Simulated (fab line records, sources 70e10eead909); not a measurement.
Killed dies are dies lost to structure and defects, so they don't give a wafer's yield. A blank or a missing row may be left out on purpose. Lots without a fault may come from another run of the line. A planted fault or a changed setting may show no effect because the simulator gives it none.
Which tool did it? | flow nand_harc | 24 lots, 72 wafers sampled, at 6 steps of a route of 1302

WHAT THE GAUGES READ, wafer by wafer
The record holds no reading of a measuring or inspecting step that can be judged against a usual standard deviation.

WHICH TOOL RAN EACH LOT (tool, then ch and the chambers of the sampled wafers, then the start)
lot  | NHARC_A_STAIRCASE_ALD_415        | NHARC_A_STAIRCASE_STRIP_476        | NHARC_A_STAIRCASE_DEP_417       | NHARC_A_SLIT_ETCH_15                          | NHARC_A_WL_FILL_ALD_02              | NHARC_A_CONTACT_DEP_24
L074 | ald_hk-02 ch 0,1,3, day 17 01:52 | rie_diel-04 ch 2,3, day 17 03:34   | pecvd-02 ch 0,2, day 17 03:43   | rie_diel-09 ch 0,3, day 20 06:44 or earlier   | ald_metal-02 ch 0,1,3, day 20 06:44 | pecvd-01 ch 0,1,2, day 21 00:32
L075 | ald_hk-02 ch 1,2,3, day 17 10:07 | rie_diel-04 ch 0,1,3, day 17 11:49 | pecvd-04 ch 0,1,2, day 17 11:59 | rie_diel-09 ch 0,3, day 21 05:03 or earlier   | ald_metal-03 ch 0,3, day 21 05:03   | pecvd-02 ch 0,1,2, day 21 23:04
L076 | ald_hk-02 ch 0,1,3, day 17 18:37 | rie_diel-04 ch 1,2, day 17 20:36   | pecvd-03 ch 0,1,2, day 17 21:12 | rie_diel-01 ch 0,1,2, day 21 00:56 or earlier | ald_metal-02 ch 0,1, day 21 00:56   | pecvd-03 ch 0,2, day 21 18:45
L077 | ald_hk-01 ch 0,2,3, day 18 02:17 | rie_diel-07 ch 1,2, day 18 04:27   | pecvd-03 ch 1,2, day 18 04:35   | rie_diel-01 ch 0,2, day 20 22:02 or earlier   | ald_metal-01 ch 1,2, day 20 22:02   | pecvd-02 ch 1,2, day 21 16:23
L078 | ald_hk-01 ch 1,2,3, day 18 17:48 | rie_diel-04 ch 1,2,3, day 18 19:59 | pecvd-04 ch 0,1,2, day 18 20:04 | rie_diel-09 ch 0,1, day 21 20:09 or earlier   | ald_metal-01 ch 1,2,3, day 21 20:09 | pecvd-01 ch 0,1,2, day 22 14:22
L079 | ald_hk-01 ch 1,2,3, day 18 22:48 | rie_diel-04 ch 0,1,2, day 19 01:05 | pecvd-03 ch 0,2, day 19 01:10   | rie_diel-01 ch 1,2,3, day 21 23:44 or earlier | ald_metal-02 ch 0,2,3, day 21 23:44 | pecvd-03 ch 0,2, day 22 17:36
L081 | ald_hk-01 ch 0,1,2, day 19 12:02 | rie_diel-04 ch 0,1,3, day 19 14:13 | pecvd-04 ch 0,1,2, day 19 14:18 | rie_diel-09 ch 0,1,3, day 22 16:35 or earlier | ald_metal-02 ch 0,2,3, day 22 16:35 | pecvd-03 ch 0,1,2, day 23 11:45
L080 | ald_hk-02 ch 1,2,3, day 19 12:19 | rie_diel-04 ch 1,2, day 19 14:06   | pecvd-03 ch 0,1,2, day 19 14:17 | rie_diel-01 ch 2,3, day 22 19:10 or earlier   | ald_metal-03 ch 0,1,2, day 22 19:10 | pecvd-02 ch 0,1,2, day 23 11:49
L083 | ald_hk-01 ch 0,1,2, day 20 03:10 | rie_diel-04 ch 0,2,3, day 20 05:08 | pecvd-02 ch 0,2, day 20 05:13   | rie_diel-03 ch 0,1, day 23 07:18 or earlier   | ald_metal-02 ch 0,3, day 23 07:18   | pecvd-02 ch 0,2, day 24 03:18
L082 | ald_hk-04 ch 1,3, day 20 06:23   | rie_diel-07 ch 0,1, day 20 08:34   | pecvd-02 ch 0,2, day 20 09:01   | rie_diel-01 ch 1,2, day 23 07:28 or earlier   | ald_metal-03 ch 0,1,3, day 23 07:28 | pecvd-01 ch 0,2, day 24 03:26
L084 | ald_hk-02 ch 0,1,3, day 21 03:35 | rie_diel-07 ch 1,3, day 21 05:17   | pecvd-02 ch 0,2, day 21 05:25   | rie_diel-09 ch 0,2, day 24 13:40 or earlier   | ald_metal-01 ch 0,2, day 24 13:40   | pecvd-01 ch 0,1, day 25 09:17
L085 | ald_hk-02 ch 0,1,2, day 21 08:29 | rie_diel-04 ch 0,1,2, day 21 10:12 | pecvd-02 ch 0,1,2, day 21 10:26 | rie_diel-03 ch 0,1,2, day 24 13:41 or earlier | ald_metal-03 ch 0,1, day 24 13:41   | pecvd-03 ch 0,1,2, day 25 09:14
L086 | ald_hk-04 ch 0,2, day 22 04:19   | rie_diel-07 ch 1,3, day 22 06:17   | pecvd-03 ch 0,2, day 22 06:38   | rie_diel-01 ch 1,2, day 25 11:49 or earlier   | ald_metal-01 ch 2,3, day 25 11:49   | pecvd-03 ch 0,1, day 26 06:37
L087 | ald_hk-04 ch 0,3, day 22 17:16   | rie_diel-07 ch 2,3, day 22 19:14   | pecvd-02 ch 1,2, day 22 19:22   | rie_diel-03 ch 1,2,3, day 25 21:04 or earlier | ald_metal-03 ch 1,2,3, day 25 21:04 | pecvd-02 ch 0,1, day 26 15:09
L088 | ald_hk-01 ch 1,2, day 23 06:23   | rie_diel-07 ch 2,3, day 23 08:45   | pecvd-02 ch 1,2, day 23 08:53   | rie_diel-03 ch 0,1, day 26 08:19 or earlier   | ald_metal-02 ch 0,1,3, day 26 08:19 | pecvd-02 ch 1,2, day 27 04:35
L089 | ald_hk-01 ch 0,1,2, day 23 10:22 | rie_diel-07 ch 0,2,3, day 23 12:19 | pecvd-02 ch 1,2, day 23 12:31   | rie_diel-09 ch 0,1,3, day 26 08:05 or earlier | ald_metal-03 ch 0,3, day 26 08:05   | pecvd-01 ch 0,1, day 27 04:34
L090 | ald_hk-04 ch 2,3, day 23 18:55   | rie_diel-07 ch 0,2,3, day 23 20:53 | pecvd-04 ch 1,2, day 23 20:59   | rie_diel-01 ch 1,2, day 26 20:58 or earlier   | ald_metal-02 ch 0,2,3, day 26 20:58 | pecvd-03 ch 0,1,2, day 27 14:47
L092 | ald_hk-02 ch 0,2,3, day 23 21:47 | rie_diel-07 ch 1,2,3, day 23 23:56 | pecvd-04 ch 0,1,2, day 24 00:01 | rie_diel-03 ch 0,2, day 26 22:04 or earlier   | ald_metal-03 ch 0,2, day 26 22:04   | pecvd-02 ch 0,1,2, day 27 15:07
L091 | ald_hk-01 ch 2,3, day 23 22:51   | rie_diel-07 ch 0,1,3, day 24 00:49 | pecvd-04 ch 0,1, day 24 00:58   | rie_diel-09 ch 0,2, day 26 22:14 or earlier   | ald_metal-01 ch 1,2,3, day 26 22:14 | pecvd-01 ch 0,2, day 27 14:56
L093 | ald_hk-02 ch 1,2,3, day 25 01:00 | rie_diel-07 ch 1,3, day 25 03:10   | pecvd-02 ch 0,1,2, day 25 03:17 | rie_diel-03 ch 0,1,3, day 28 00:59 or earlier | ald_metal-03 ch 1,2,3, day 28 00:59 | pecvd-02 ch 0,1,2, day 28 23:57
L094 | ald_hk-04 ch 2,3, day 25 07:47   | rie_diel-04 ch 0,2,3, day 25 12:49 | pecvd-04 ch 0,2, day 25 12:55   | rie_diel-09 ch 0,3, day 28 14:32 or earlier   | ald_metal-01 ch 0,2,3, day 28 14:32 | pecvd-02 ch 0,1, day 29 07:43
L095 | ald_hk-04 ch 1,3, day 25 19:05   | rie_diel-04 ch 0,2,3, day 25 21:15 | pecvd-04 ch 1,2, day 25 21:20   | rie_diel-09 ch 0,1, day 28 23:53 or earlier   | ald_metal-03 ch 2,3, day 28 23:53   | pecvd-01 ch 0,2, day 29 17:44
L096 | ald_hk-02 ch 0,2,3, day 26 21:20 | rie_diel-07 ch 0,3, day 26 22:49   | pecvd-03 ch 0,1, day 26 23:00   | rie_diel-01 ch 2,3, day 29 23:44 or earlier   | ald_metal-03 ch 0,1,3, day 29 23:44 | pecvd-03 ch 1,2, day 30 18:58
L097 | ald_hk-02 ch 0,2, day 26 23:58   | rie_diel-04 ch 0,1, day 27 02:01   | pecvd-02 ch 0,1,2, day 27 02:09 | rie_diel-09 ch 0,1,3, day 30 03:28 or earlier | ald_metal-02 ch 2,3, day 30 03:28   | pecvd-02 ch 0,1, day 30 18:59
- NHARC_A_STAIRCASE_ALD_415: deposits SiO2, target thk 30 nm, pulse time 6 s, ald cycles 300.
- NHARC_A_STAIRCASE_STRIP_476: strips in O2, time 20 s.
- NHARC_A_STAIRCASE_DEP_417: deposits Si3N4, target thk 60 nm.
- NHARC_A_SLIT_ETCH_15: etches the open film in O2/COS, target depth 6200 nm, time 1612 s.
- NHARC_A_WL_FILL_ALD_02: deposits TiN, target thk 2 nm, pulse time 3 s, ald cycles 100.
- NHARC_A_CONTACT_DEP_24: deposits SiO2, target thk 500 nm.

WHAT THE TOOLS THEMSELVES READ (means of the sampled wafers that have a number; where no wafer has one, the mark that the record gives instead)
NHARC_A_STAIRCASE_ALD_415.
lot  | tool      | heater_power_w (W) | precursor_pulse_height_rel
L074 | ald_hk-02 | 502                | 0.994
L075 | ald_hk-02 | 474                | 1.004
L076 | ald_hk-02 | 497                | 1.001
L077 | ald_hk-01 | 505                | 0.981
L078 | ald_hk-01 | 481                | 0.994
L079 | ald_hk-01 | 489                | 1.000
L081 | ald_hk-01 | 476                | 1.008
L080 | ald_hk-02 | 473                | 1.006
L083 | ald_hk-01 | 475                | 0.988
L082 | ald_hk-04 | 403                | 1.002
L084 | ald_hk-02 | 495                | 1.007
L085 | ald_hk-02 | 492                | 1.013
L086 | ald_hk-04 | 498                | 1.009
L087 | ald_hk-04 | 499                | 0.994
L088 | ald_hk-01 | 445                | 1.005
L089 | ald_hk-01 | 469                | 1.004
L090 | ald_hk-04 | 459                | 1.000
L092 | ald_hk-02 | 482                | 0.978
L091 | ald_hk-01 | 465                | 1.002
L093 | ald_hk-02 | 475                | 1.017
L094 | ald_hk-04 | 452                | 1.001
L095 | ald_hk-04 | 438                | 0.989
L096 | ald_hk-02 | 485                | 1.016
L097 | ald_hk-02 | 510                | 0.997

NHARC_A_STAIRCASE_STRIP_476.
lot  | tool        | drypump_motor_current_A (A) | oes_product_au (a.u.) | rf_vpp_V (V) | showerhead_plenum_p_Torr (Torr) | throttle_valve_pct (%)
L074 | rie_diel-04 | 5.8                         | 1.000                 | 56.9         | 3.40                            | 17.039
L075 | rie_diel-04 | 6.1                         | 0.996                 | 57.9         | 3.62                            | 17.033
L076 | rie_diel-04 | 5.8                         | 1.005                 | 57.6         | 3.43                            | 17.047
L077 | rie_diel-07 | 6.0                         | 0.983                 | 57.1         | 3.54                            | 17.038
L078 | rie_diel-04 | 5.9                         | 1.011                 | 57.1         | 3.45                            | 17.030
L079 | rie_diel-04 | 5.9                         | 1.004                 | 57.1         | 3.53                            | 17.039
L081 | rie_diel-04 | 6.1                         | 1.002                 | 58.2         | 3.61                            | 17.040
L080 | rie_diel-04 | 5.7                         | 1.009                 | 56.9         | 3.37                            | 17.036
L083 | rie_diel-04 | 6.0                         | 0.993                 | 58.0         | 3.55                            | 17.037
L082 | rie_diel-07 | 6.0                         | 0.992                 | 56.9         | 3.44                            | 17.037
L084 | rie_diel-07 | 5.6                         | 0.989                 | 57.1         | 3.52                            | 17.037
L085 | rie_diel-04 | 5.9                         | 1.006                 | 56.9         | 3.52                            | 17.034
L086 | rie_diel-07 | 5.2                         | 0.990                 | 57.6         | 3.57                            | 17.039
L087 | rie_diel-07 | 5.3                         | 0.990                 | 57.3         | 3.63                            | 17.036
L088 | rie_diel-07 | 5.8                         | 0.999                 | 58.5         | 3.63                            | 17.034
L089 | rie_diel-07 | 5.8                         | 0.995                 | 57.7         | 3.54                            | 17.037
L090 | rie_diel-07 | 5.8                         | 1.005                 | 57.7         | 3.54                            | 17.037
L092 | rie_diel-07 | 5.7                         | 0.996                 | 58.0         | 3.57                            | 17.041
L091 | rie_diel-07 | 5.7                         | 0.998                 | 58.0         | 3.48                            | 17.027
L093 | rie_diel-07 | 5.2                         | 0.997                 | 57.9         | 3.56                            | 17.047
L094 | rie_diel-04 | 6.0                         | 1.001                 | 57.4         | 3.53                            | 17.035
L095 | rie_diel-04 | 6.0                         | 1.015                 | 58.2         | 3.53                            | 17.037
L096 | rie_diel-07 | 5.4                         | 0.997                 | 57.1         | 3.52                            | 17.038
L097 | rie_diel-04 | 6.1                         | 1.002                 | 57.7         | 3.66                            | 17.042

NHARC_A_STAIRCASE_DEP_417.
lot  | tool     | heater_power_w (W)
L074 | pecvd-02 | 644
L075 | pecvd-04 | 729
L076 | pecvd-03 | 761
L077 | pecvd-03 | 784
L078 | pecvd-04 | 703
L079 | pecvd-03 | 617
L081 | pecvd-04 | 729
L080 | pecvd-03 | 738
L083 | pecvd-02 | 610
L082 | pecvd-02 | 597
L084 | pecvd-02 | 662
L085 | pecvd-02 | 667
L086 | pecvd-03 | 669
L087 | pecvd-02 | 696
L088 | pecvd-02 | 689
L089 | pecvd-02 | 652
L090 | pecvd-04 | 787
L092 | pecvd-04 | 705
L091 | pecvd-04 | 734
L093 | pecvd-02 | 693
L094 | pecvd-04 | 704
L095 | pecvd-04 | 724
L096 | pecvd-03 | 832
L097 | pecvd-02 | 637

NHARC_A_SLIT_ETCH_15.
lot  | tool        | drypump_motor_current_A (A) | oes_product_au (a.u.) | rf_vpp_V (V) | showerhead_plenum_p_Torr (Torr) | throttle_valve_pct (%)
L074 | rie_diel-09 | 6.3                         | 0.998                 | 312.7        | 3.00                            | 28.325
L075 | rie_diel-09 | 6.4                         | 0.989                 | 311.8        | 2.97                            | 28.336
L076 | rie_diel-01 | 6.0                         | 1.000                 | 313.7        | 3.07                            | 28.332
L077 | rie_diel-01 | 6.2                         | 0.990                 | 315.4        | 3.14                            | 28.329
L078 | rie_diel-09 | 5.5                         | 1.007                 | 313.7        | 3.15                            | 28.334
L079 | rie_diel-01 | 5.9                         | 1.002                 | 314.0        | 3.05                            | 28.330
L081 | rie_diel-09 | 5.8                         | 0.999                 | 313.2        | 3.07                            | 28.339
L080 | rie_diel-01 | 6.1                         | 1.004                 | 314.7        | 3.13                            | 28.334
L083 | rie_diel-03 | 5.8                         | 1.008                 | 313.0        | 3.06                            | 28.329
L082 | rie_diel-01 | 5.6                         | 1.007                 | 312.9        | 3.01                            | 28.328
L084 | rie_diel-09 | 6.1                         | 0.996                 | 315.2        | 3.18                            | 28.334
L085 | rie_diel-03 | 5.5                         | 1.002                 | 312.1        | 3.02                            | 28.325
L086 | rie_diel-01 | 5.8                         | 1.005                 | 313.4        | 3.08                            | 28.334
L087 | rie_diel-03 | 5.5                         | 1.017                 | 312.9        | 3.05                            | 28.324
L088 | rie_diel-03 | 5.7                         | 1.007                 | 313.0        | 3.06                            | 28.336
L089 | rie_diel-09 | 5.9                         | 1.005                 | 313.2        | 3.07                            | 28.324
L090 | rie_diel-01 | 5.8                         | 1.004                 | 312.7        | 3.08                            | 28.328
L092 | rie_diel-03 | 5.7                         | 0.999                 | 312.3        | 3.01                            | 28.327
L091 | rie_diel-09 | 6.3                         | 0.996                 | 312.9        | 3.06                            | 28.329
L093 | rie_diel-03 | 5.8                         | 1.008                 | 312.3        | 3.09                            | 28.336
L094 | rie_diel-09 | 6.2                         | 0.995                 | 312.7        | 2.99                            | 28.335
L095 | rie_diel-09 | 6.0                         | 0.999                 | 313.8        | 3.04                            | 28.325
L096 | rie_diel-01 | 6.1                         | 0.999                 | 315.0        | 3.12                            | 28.337
L097 | rie_diel-09 | 5.8                         | 1.000                 | 314.2        | 3.06                            | 28.331

NHARC_A_WL_FILL_ALD_02.
lot  | tool         | heater_power_w (W) | precursor_pulse_height_rel
L074 | ald_metal-02 | 1079               | 1.011
L075 | ald_metal-03 | 1117               | 0.992
L076 | ald_metal-02 | 1027               | 0.986
L077 | ald_metal-01 | 987                | 0.997
L078 | ald_metal-01 | 1019               | 0.999
L079 | ald_metal-02 | 1081               | 0.990
L081 | ald_metal-02 | 1059               | 1.006
L080 | ald_metal-03 | 1181               | 1.001
L083 | ald_metal-02 | 1081               | 0.992
L082 | ald_metal-03 | 1106               | 1.006
L084 | ald_metal-01 | 1050               | 1.024
L085 | ald_metal-03 | 1130               | 1.004
L086 | ald_metal-01 | 962                | 1.020
L087 | ald_metal-03 | 1092               | 0.989
L088 | ald_metal-02 | 1080               | 1.015
L089 | ald_metal-03 | 1182               | 0.986
L090 | ald_metal-02 | 1045               | 0.987
L092 | ald_metal-03 | 1220               | 1.020
L091 | ald_metal-01 | 1026               | 0.989
L093 | ald_metal-03 | 1093               | 0.993
L094 | ald_metal-01 | 1037               | 1.014
L095 | ald_metal-03 | 1105               | 1.013
L096 | ald_metal-03 | 1119               | 1.026
L097 | ald_metal-02 | 1104               | 0.990

NHARC_A_CONTACT_DEP_24.
lot  | tool     | heater_power_w (W) | throttle_valve_pct (%)
L074 | pecvd-01 | 560                | 16.7
L075 | pecvd-02 | 446                | 16.2
L076 | pecvd-03 | 454                | 15.7
L077 | pecvd-02 | 556                | 16.0
L078 | pecvd-01 | 506                | 16.1
L079 | pecvd-03 | 561                | 15.8
L081 | pecvd-03 | 581                | 15.7
L080 | pecvd-02 | 458                | 16.2
L083 | pecvd-02 | 461                | 16.0
L082 | pecvd-01 | 496                | 16.1
L084 | pecvd-01 | 494                | 16.2
L085 | pecvd-03 | 543                | 15.5
L086 | pecvd-03 | 665                | 15.6
L087 | pecvd-02 | 462                | 15.8
L088 | pecvd-02 | 430                | 15.6
L089 | pecvd-01 | 507                | 16.2
L090 | pecvd-03 | 566                | 15.6
L092 | pecvd-02 | 486                | 15.7
L091 | pecvd-01 | 529                | 16.3
L093 | pecvd-02 | 511                | 16.0
L094 | pecvd-02 | 531                | 16.1
L095 | pecvd-01 | 485                | 16.2
L096 | pecvd-03 | 518                | 15.3
L097 | pecvd-02 | 471                | 16.1

THE ANSWER, worked out from the rows above alone
Rule: what is usual is taken from the lots themselves. Put in order of their means at a reading, lots are off if they are a third of the lots or fewer, leave a main group of 4 or more, and stand apart from it by a gap of 3 or more times the standard deviation of the main group's means; of several such gaps the widest counts. A main group whose means are all the same, to the digits that the tables above print for the reading, isn't used. A lot without any number at a reading at which 4 lots or more have one is off too. The other lots that the step has rows for count as sound. The gauges are gone through in route order, then the tools' own readings, and for those a lot's mean is taken as printed above. The first step at which some lot is off is used, and at that step the reading that is off furthest; a lot without a number counts as furthest.
No lot is off at any reading shown: from this, nothing can be told.

WHAT THE SIMULATOR HAD PUT IN
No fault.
